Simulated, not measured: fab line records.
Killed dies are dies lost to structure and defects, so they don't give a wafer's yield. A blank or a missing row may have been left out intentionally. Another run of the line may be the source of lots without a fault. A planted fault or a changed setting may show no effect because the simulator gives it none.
A lot that was struck, set against a sound lot / flow n5 finfet / 40 steps out of a route of 1938
Sound: the wafers L193.4, L193.5, L193.6. The struck wafers were L201.1, L201.3, L201.5. The cause comes at the end.
At each step with rows: each side's tool, then ch and its chambers, then its first start. Under that, the readings that differ: sound wafers / struck wafers / difference of the means / sigmas: that difference in standard deviations of wafers without a fault.
alike: words and numbers the same on both sides, and readings whose means are apart by under 2 such deviations; not compared: readings that were withheld, readings missing a value for some wafer, numbers with overlapping values and no deviation given by the record, and bounds like >300 which may hide the same value.
Wherever a step has rows on one side only, a row that says differs or no value, or a row with sigmas, the two part there. Numbers that have no deviation but don't overlap get no sigmas and don't part them. Lack of a reading on every wafer of one side parts them only where that side has two or more wafers.

first, 1 step without rows for these wafers: N5_MOL_CONTACT_COAG_STRIP_98 (strips in N2/H2).
N5_MOL_CONTACT_COAG_CD_MEAS_99: target cd 17.2 nm.
  struck on cd sem-01, day 6 23:23; sound on cd sem-03, day 4 19:47
  alike: cd nm
then, 2 steps without rows for these wafers: N5_MOL_CONTACT_COAG_IMPLANT_129; N5_MOL_CONTACT_COAG_PRECLEAN_111 (cleans in NF3:NH3, afs cycles 1, time 20 s, sublimation time 60 s).
N5_MOL_CONTACT_COAG_TI_SIL_19: material Ti, target thk 4.2 nm, time 15 s.
  struck on pvd sputter-01, day 6 23:52; sound on pvd sputter-03, day 4 20:23
  alike: throttle valve pct
then, 5 steps without rows for these wafers: N5_MOL_CONTACT_COAG_ALD_20 (deposits TiN, target thk 1.5 nm, pulse time 1 s, purge time 3 s); N5_MOL_CONTACT_COAG_SIL_ANNEAL_21 (time 60 s); N5_MOL_CONTACT_COAG_PRE_CLEAN_141 (time 60 s); N5_MOL_CONTACT_COAG_SPUTTER_143 (material Co, target thk 2.5 nm); N5_MOL_CONTACT_COAG_CO_FILL_22 (material Co, precursor CCTBA/H2, target thk 20 nm).
N5_MOL_CONTACT_COAG_ANNEAL_113: time 300 s.
  sound on rtp anneal-02 ch 0, day 4 23:55; struck on rtp anneal-01 ch 0, day 7 01:55
  alike: lamp power pct, lamp_zone_1_pct, wafer_temp_C_max
N5_MOL_CONTACT_COAG_PRE_CLEAN_142: time 60 s.
  struck on pvd sputter-01, day 7 04:27; sound on pvd sputter-01, day 5 01:38
  alike: heater power w
N5_MOL_CONTACT_COAG_SPUTTER_130: material Co, target thk 47.5 nm.
  struck on pvd sputter-01, day 7 04:31; sound on pvd sputter-01, day 5 01:42
  alike: throttle valve pct
then, 7 steps without rows for these wafers: N5_MOL_CONTACT_COAG_PRECLEAN_125 (cleans in DIW, time 57.5 s); N5_MOL_CONTACT_COAG_SRD_126 (dry time 32 s); N5_MOL_CONTACT_COAG_CMP_23 (polishes, stops on SiO2, t overpolish 1.5 s, target thk 0 nm); N5_MOL_CONTACT_COAG_WET_ETCH_26 (target Co, target depth 13 nm); N5_MOL_CONTACT_COAG_WET_ETCH_116 (etches the open film in SC1-inhibited, target depth 4.6 nm, rinse time 30 s); N5_MOL_CONTACT_COAG_ALD_27 (deposits SiOC, target thk 17 nm, pulse time 1.5 s, time 2720 s); N5_MOL_CONTACT_COAG_CMP_28 (polishes, stops on SiNx, t overpolish 0.85 s, target thk 14.522 nm).
N5_MOL_CONTACT_COAG_THK_MEAS_29:
  struck on film metro-02, day 7 07:22; sound on film metro-02, day 5 04:34
  alike: MD_CAP_THK
then, 11 steps without rows for these wafers: N5_MOL_CONTACT_COAG_ALD_123 (deposits SiNx, target thk 5 nm, pulse time 1 s, purge time 2 s); N5_MOL_CONTACT_COAG_PECVD_31 (deposits SiO2 from TEOS/O2, target thk 46 nm, time 8.9 s); N5_MOL_CONTACT_COAG_COAT_75 (time 60 s, resist thk 60 nm); N5_MOL_CONTACT_COAG_COAT_76 (time 60 s, resist thk 10 nm); N5_MOL_CONTACT_COAG_COAT_77 (time 60 s, resist thk 10 nm); N5_MOL_CONTACT_COAG_COAT_78 (resist thk 40 nm); N5_MOL_CONTACT_COAG_EBR_80; N5_MOL_CONTACT_COAG_SOFTBAKE_79 (time 60 s); N5_MOL_CONTACT_COAG_EXPOSE_81 (exposes mask VG, defocus 0 nm); N5_MOL_CONTACT_COAG_PEB_82 (peb time 60 s); N5_MOL_CONTACT_COAG_DEVELOP_83 (develop time 30 s).
N5_MOL_CONTACT_COAG_CD_MEAS_84: target cd 25.1 nm.
  sound on cd sem-01 ch 0, day 5 07:01; struck on cd sem-03 ch 0, day 7 08:15
  alike: cd nm
N5_MOL_CONTACT_COAG_OVL_MEAS_85:
  sound on overlay-02 ch 0, day 5 07:03; struck on overlay-01 ch 0, day 7 08:17
  alike: VG_OVL
N5_MOL_CONTACT_COAG_DESCUM_88: chemistry O2, time 7 s.
  sound on rie diel-05 ch 1,2,3, day 5 07:08; struck on rie diel-03 ch 0,1,2, day 7 08:47
  alike: drypump motor current A, oes product au, rf vpp V, showerhead plenum p Torr, throttle valve pct
  not compared: rf hours counter h
then, 3 steps without rows for these wafers: N5_MOL_CONTACT_COAG_ETCH_89 (etches underlayer in N2/H2, target depth 13 nm, time 10.4 s); N5_MOL_CONTACT_COAG_ETCH_90 (etches SiARC in CF4, target depth 13 nm, time 21.7 s); N5_MOL_CONTACT_COAG_ALD_131 (deposits SiO2, target thk 5 nm, pulse time 1 s, co reactant pulse time 1 s).
N5_MOL_CONTACT_COAG_ETCHBACK_132: etches SiO2 in CHF3, target depth 10 nm, time 6.7 s.
  sound on rie diel-03 ch 0,3, day 5 07:31; struck on rie diel-05 ch 0,3, day 7 09:06
reading=oes product au (a.u.); sound=0.96 0.74 0.96; struck=0.68 0.70 0.68; difference=-0.20; sigmas=-2
  alike: drypump motor current A, rf vpp V, showerhead plenum p Torr, throttle valve pct
  not compared: rf hours counter h
-- a jump in the record: the struck wafers' starts before and after are 7 days apart (it breaks off in module MOL_CONTACT_COAG and resumes in module PASSIVATION, where the first step shown is number 1936 of the route) --
N5_PASSIVATION_PROBE_49:
  rows exist in the record for the struck wafers here (prober-02, day 14 19:34), but not for the sound ones

== WHERE THEY PART ==
Last at N5_PASSIVATION_PROBE_49 as far as this record goes, first at N5_MOL_CONTACT_COAG_ETCHBACK_132.

WHY: the cause the simulator had injected
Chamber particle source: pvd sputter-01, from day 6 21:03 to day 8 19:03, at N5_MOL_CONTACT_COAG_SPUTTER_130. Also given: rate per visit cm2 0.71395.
